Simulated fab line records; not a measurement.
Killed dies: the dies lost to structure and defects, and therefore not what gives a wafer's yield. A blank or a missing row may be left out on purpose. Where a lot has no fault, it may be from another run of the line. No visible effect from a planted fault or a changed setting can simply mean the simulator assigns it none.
Matching of chambers | flow nand-harc | rie-si-02 running NHARC_THIN_TSV_ETCH_15: 4 sister chambers
The step target depth 3000 nm, bosch target overetch cycles 2, bosch etch step 2.8 s. 14 wafers are shown with their chamber, then 7 later ones without.

== WAFERS, EACH WITH ITS CHAMBER ==
wafer  | chamber | drypump-motor-current-A (A)
L888.1 | 2       | 5.7
L888.5 | 0       | 5.6
L888.6 | 1       | 6.6
L891.1 | 1       | 6.6
L891.4 | 3       | 6.6
L891.6 | 0       | 5.6
L892.1 | 2       | 5.7
L892.4 | 0       | 5.6
L892.5 | 2       | 5.7
L902.2 | 3       | 6.6
L902.5 | 1       | 6.6
L902.6 | 2       | 5.8
L899.4 | 0       | 5.6
L899.5 | 1       | 6.6

SIGNATURES (averages over the wafers above)
reading                 | chamber 0 | chamber 1 | chamber 2 | chamber 3 | scatter within a chamber
drypump-motor-current-A | 5.600     | 6.600     | 5.725     | 6.600     | 0.0274
Rule: for each reading, subtract the chamber's mean from the wafer's reading, divide by that reading's scatter and square the result; add these up over the readings and take the root, which gives the wafer's distance from the chamber. If the next closest chamber is less than 2 further off than the closest, the wafer can't be placed; otherwise it belongs to the closest. The scatter: take each reading less its chamber's mean, square it, sum over the shown wafers, divide by the number of wafers less the number of chambers, and take the root.

== WAFERS WITHOUT THEIR CHAMBER ==
wafer  | drypump-motor-current-A (A)
L899.6 | 5.8
L901.4 | 6.6
L901.5 | 6.6
L901.6 | 5.6
L911.3 | 5.7
L911.4 | 5.6
L911.6 | 5.6

== THE CHAMBER EACH PASSED THROUGH ==
wafer  | from the rows above     | in truth
L899.6 | 2                       | 2
L901.4 | can't be placed: 1 or 3 | 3
L901.5 | can't be placed: 1 or 3 | 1
L901.6 | 0                       | 0
L911.3 | 2                       | 2
L911.4 | 0                       | 0
L911.6 | 0                       | 0
Placed correctly: 5 of 7. Cannot be placed on the basis of these rows: 2; the candidates contain the true chamber in 2. Wrongly placed: 0.
